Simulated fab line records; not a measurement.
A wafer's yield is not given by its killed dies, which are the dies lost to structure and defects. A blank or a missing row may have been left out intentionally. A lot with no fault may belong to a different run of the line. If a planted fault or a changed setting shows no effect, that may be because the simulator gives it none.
What tool caused it? -- flow n5Finfet -- 11 lots with 30 wafers sampled at 5 steps, on a route of 1938 steps

WHAT THE GAUGES SHOWED, per wafer
N5_BEOL_M11_THK_MEAS_01.
lot,measured,on,M11_ILD_THK (nm)
L269,day 10 19:10,filmMetro-02,267 274
L270,day 11 04:52,filmMetro-02,263 265
L274,day 11 16:58,filmMetro-01,268 264
L278,day 13 01:58,filmMetro-02,267 270 275
L279,day 13 16:46,filmMetro-02,308 310 316
L283,day 13 16:40,filmMetro-02,310 309 314
L281,day 13 20:40,filmMetro-02,313 304 304
L289,day 15 15:33,filmMetro-02,270 263 272
L291,day 15 18:14,filmMetro-02,264 265 275
L290,day 16 13:40,filmMetro-01,264 266 269
L292,day 16 18:41,filmMetro-02,267 269 268

EACH LOT AND THE TOOL THAT RAN IT (in order: tool; ch and the chambers of the sampled wafers; start)
lot,N5_BEOL_M10_ETCH_65,N5_BEOL_M10_SURFACE_TREAT_76,N5_BEOL_M10_DEP_56,N5_BEOL_M11_CURE_71
L269,"rieDiel-04 ch 0, day 10 15:14","pvdSputter-01, day 10 17:22","pecvd-04 ch 0,2, day 10 18:26","uvCure-03 ch 0, day 10 18:44"
L270,"rieDiel-04 ch 3, day 11 01:25","pvdSputter-01, day 11 02:50","pecvd-04 ch 2, day 11 04:08","uvCure-03 ch 0, day 11 04:20"
L274,"rieDiel-05 ch 1,2, day 11 11:53","pvdSputter-01, day 11 13:49","pecvd-04 ch 1,2, day 11 16:13","uvCure-03 ch 2, day 11 16:27"
L278,"rieDiel-06 ch 0,1,2, day 12 20:22","pvdSputter-03, day 12 21:49","pecvd-01 ch 0,2, day 13 00:43","uvCure-03 ch 1, day 13 01:08"
L279,"rieDiel-05 ch 0,1, day 13 10:54","pvdSputter-01, day 13 14:34","pecvd-01 ch 0,1,2, day 13 15:47","uvCure-03 ch 2, day 13 16:16"
L283,"rieDiel-06 ch 2,3, day 13 10:59","pvdSputter-01, day 13 14:26","pecvd-04 ch 0,1,2, day 13 15:46","uvCure-02 ch 1, day 13 16:09"
L281,"rieDiel-05 ch 0,1, day 13 14:37","pvdSputter-02, day 13 16:28","pecvd-01 ch 0,1,2, day 13 19:57","uvCure-02 ch 0, day 13 20:10"
L289,"rieDiel-06 ch 1,2, day 15 11:26","pvdSputter-02, day 15 13:02","pecvd-04 ch 1,2, day 15 14:21","uvCure-01 ch 0, day 15 14:34"
L291,"rieDiel-05 ch 0,3, day 15 14:32","pvdSputter-03, day 15 16:27","pecvd-04 ch 1,2, day 15 17:31","uvCure-02 ch 1, day 15 17:43"
L290,"rieDiel-05 ch 0,1, day 16 09:57","pvdSputter-02, day 16 11:33","pecvd-01 ch 0,2, day 16 12:56","uvCure-01 ch 2, day 16 13:09"
L292,"rieDiel-04 ch 1,2,3, day 16 13:09","pvdSputter-01, day 16 16:38","pecvd-03 ch 0,1,2, day 16 17:58","uvCure-01 ch 0, day 16 18:10"
- N5_BEOL_M10_ETCH_65: etches SiARC in CF4, target depth 39 nm, time 65 s.
- N5_BEOL_M10_SURFACE_TREAT_76
- N5_BEOL_M10_DEP_56: deposits SiCN from 3MS/NH3, target thk 15 nm, time 26.5 s.
- N5_BEOL_M11_CURE_71: cures SiCOH lowk, time 240 s.

THE ANSWER, worked out from the rows above alone
Rule: the usual values come from the lots themselves. The widest of any qualifying gaps counts: lots, ordered by their means at a reading, are off when they make up no more than a third of the lots, leave a main group of 4 or more, and stand apart from it by 3 or more times the standard deviation of that group's means. A main group is skipped when, at the precision printed for the reading in the tables above, its means are all equal. A lot without any number at a reading at which 4 lots or more have one is off too. All remaining lots with rows at the step are treated as sound.
Off: L279, L283, L281, at N5_BEOL_M11_THK_MEAS_01 (M11_ILD_THK). The main group has a mean of 268 nm with a standard deviation of 2.1.
A tool fits if, at a process step before that reading, it ran every lot that is off, and no sound lot after the first of them. The gauges at N5_BEOL_M11_THK_MEAS_01 are tried like those tools. None of those tried fits.

WHAT THE SIMULATOR PUT IN
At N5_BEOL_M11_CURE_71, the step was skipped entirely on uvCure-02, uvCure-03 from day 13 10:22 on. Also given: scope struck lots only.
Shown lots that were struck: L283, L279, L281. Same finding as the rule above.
